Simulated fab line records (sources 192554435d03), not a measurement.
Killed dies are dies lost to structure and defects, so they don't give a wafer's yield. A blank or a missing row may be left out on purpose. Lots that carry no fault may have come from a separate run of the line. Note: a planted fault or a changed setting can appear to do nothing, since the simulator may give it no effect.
What tool caused it? :: flow n5-finfet :: route of 1938 steps, sampled at 1 step: 12 lots, 36 wafers

## WHAT EACH GAUGE READ, for each wafer
N5_SD_ACTIVATION_INSPECT_02: inspects for defects (darkfield).
lot: L075
measured: day 3 16:57
on: defect-inspect-02
raw-defect-count: 136 172 159

lot: L077
measured: day 4 04:31
on: defect-inspect-02
raw-defect-count: 168 251 217

lot: L079
measured: day 4 17:39
on: defect-inspect-02
raw-defect-count: 233 208 172

lot: L082
measured: day 5 10:38
on: defect-inspect-01
raw-defect-count: 187 261 182

lot: L083
measured: day 5 17:16
on: defect-inspect-02
raw-defect-count: 121 118 167

lot: L085
measured: day 6 09:05
on: defect-inspect-01
raw-defect-count: 233 181 122

lot: L087
measured: day 6 18:41
on: defect-inspect-02
raw-defect-count: 162 159 177

lot: L089
measured: day 7 05:53
on: defect-inspect-02
raw-defect-count: 227 281 186

lot: L091
measured: day 7 18:37
on: defect-inspect-01
raw-defect-count: 175 163 220

lot: L093
measured: day 8 06:58
on: defect-inspect-02
raw-defect-count: 141 143 171

lot: L095
measured: day 8 19:56
on: defect-inspect-01
raw-defect-count: 149 124 129

lot: L097
measured: day 9 06:17
on: defect-inspect-02
raw-defect-count: 134 212 141

## WHAT TOOL EACH LOT RAN ON (gives the tool, then ch and the chambers of the sampled wafers, and finally the start)
Record: no process step prior to these readings.

## THE ANSWER, worked out from the rows above alone
Rule: the usual values come from the lots themselves. The widest of any qualifying gaps counts: lots, ordered by their means at a reading, are off when they make up no more than a third of the lots, leave a main group of 4 or more, and stand apart from it by 3 or more times the standard deviation of that group's means. A main group whose means are all the same, to the digits that the tables above print for the reading, isn't used. A lot without any number at a reading at which 4 lots or more have one is off too. The other lots that the step has rows for count as sound.
No lot is off at any reading shown: from this, nothing can be told.

## WHAT WAS PUT IN BY THE SIMULATOR
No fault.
